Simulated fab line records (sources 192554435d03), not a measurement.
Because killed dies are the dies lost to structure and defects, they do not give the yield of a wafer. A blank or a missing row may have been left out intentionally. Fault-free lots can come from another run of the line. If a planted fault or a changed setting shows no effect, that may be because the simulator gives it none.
Matching of chambers -- flow n5Finfet -- cvdCo-01 running N5_BEOL_M5_PRE_CLEAN_77: 3 sister chambers
The step time 15 s. 20 wafers are shown with their chamber, then 10 later ones without.

## WAFERS WITH THEIR CHAMBER
wafer,chamber,heaterPowerW (W)
L077.4,1,74
L077.5,0,119
L077.6,2,76
L080.2,0,118
L080.3,1,76
L080.6,0,120
L085.1,2,76
L085.2,0,120
L085.3,1,74
L089.3,2,77
L089.4,0,118
L089.5,1,75
L087.1,1,74
L087.2,0,118
L087.3,2,79
L087.4,2,80
L087.5,1,75
L087.6,0,119
L088.2,2,80
L088.3,1,74

SIGNATURES (means of the wafers above)
reading,chamber 0,chamber 1,chamber 2,scatter within a chamber
heaterPowerW,118.86,74.57,78.00,1.25
Rule: a wafer lies at a distance from a chamber equal to the root of the sum of squares, over the readings, of (its reading less the chamber's mean, divided by the reading's scatter). The wafer belongs to the nearest chamber; if the next one is less than 2 further off, it can't be placed. The scatter: the root of (the sum of the squares of (reading less its chamber's mean) over the shown wafers, divided by (wafers less chambers)).

## WAFERS WITHOUT THEIR CHAMBER
wafer,heaterPowerW (W)
L088.5,75
L093.1,75
L093.3,75
L093.6,78
L094.1,76
L094.2,74
L094.3,122
L095.2,119
L095.3,77
L095.6,116

## EACH ONE'S CHAMBER
wafer,from the rows above,in truth
L088.5,1,1
L093.1,1,1
L093.3,1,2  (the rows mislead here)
L093.6,2,2
L094.1,can't be placed: 1 or 2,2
L094.2,1,1
L094.3,0,0
L095.2,0,0
L095.3,can't be placed: 2 or 1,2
L095.6,0,0
Placed correctly: 7 of 10. Unplaceable from these rows: 2, with the true chamber sitting among the candidates in 2. Wrongly placed: 1.
